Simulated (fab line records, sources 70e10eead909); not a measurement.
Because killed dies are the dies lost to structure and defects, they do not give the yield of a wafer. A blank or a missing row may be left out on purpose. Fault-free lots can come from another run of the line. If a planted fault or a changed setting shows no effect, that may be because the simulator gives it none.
Matching of chambers -- flow nand harc -- 4 sister chambers for NHARC_A_STAIRCASE_DESCUM_312 on rie diel-06
The step chemistry O2, time 3 s. 4 wafers are shown with their chamber, then 11 later ones without.

== WAFERS PAIRED WITH THEIR CHAMBERS ==
wafer,chamber,showerhead plenum p Torr (Torr)
L085.3,3,1.85
L090.4,2,2.05
L090.5,0,1.85
L092.2,1,1.80

== WAFERS WITH NO CHAMBER GIVEN ==
wafer,showerhead plenum p Torr (Torr)
L092.4,2.05
L092.6,2.05
L095.1,2.04
L095.2,1.84
L095.6,1.84
L096.1,1.84
L096.4,1.84
L096.6,1.80
L097.1,2.04
L097.3,1.84
L097.5,2.04

== CHAMBER TAKEN BY EACH ==
wafer,from the rows above,in truth
L092.4,2,2
L092.6,2,2
L095.1,2,2
L095.2,can't be placed: 0 or 3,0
L095.6,can't be placed: 0 or 3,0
L096.1,can't be placed: 0 or 3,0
L096.4,can't be placed: 0 or 3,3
L096.6,1,1
L097.1,2,2
L097.3,can't be placed: 0 or 3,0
L097.5,2,2
Placed correctly: 6 of 11. Can't be placed from these rows: 5 (the true chamber is among the candidates in 5). Placed wrongly: 0.
How it was worked out, from the rows above alone: a wafer's distance from a chamber is the root of the sum, over the readings, of the square of ((its reading less the chamber's mean) divided by the reading's scatter). The wafer belongs to the nearest chamber; if the next one is less than 2 further off, it can't be placed. A chamber's mean is the mean of its shown wafers. The scatter (one wafer shown for each chamber): square how far every hidden wafer sits from the nearest shown wafer, average those squares and take the square root.
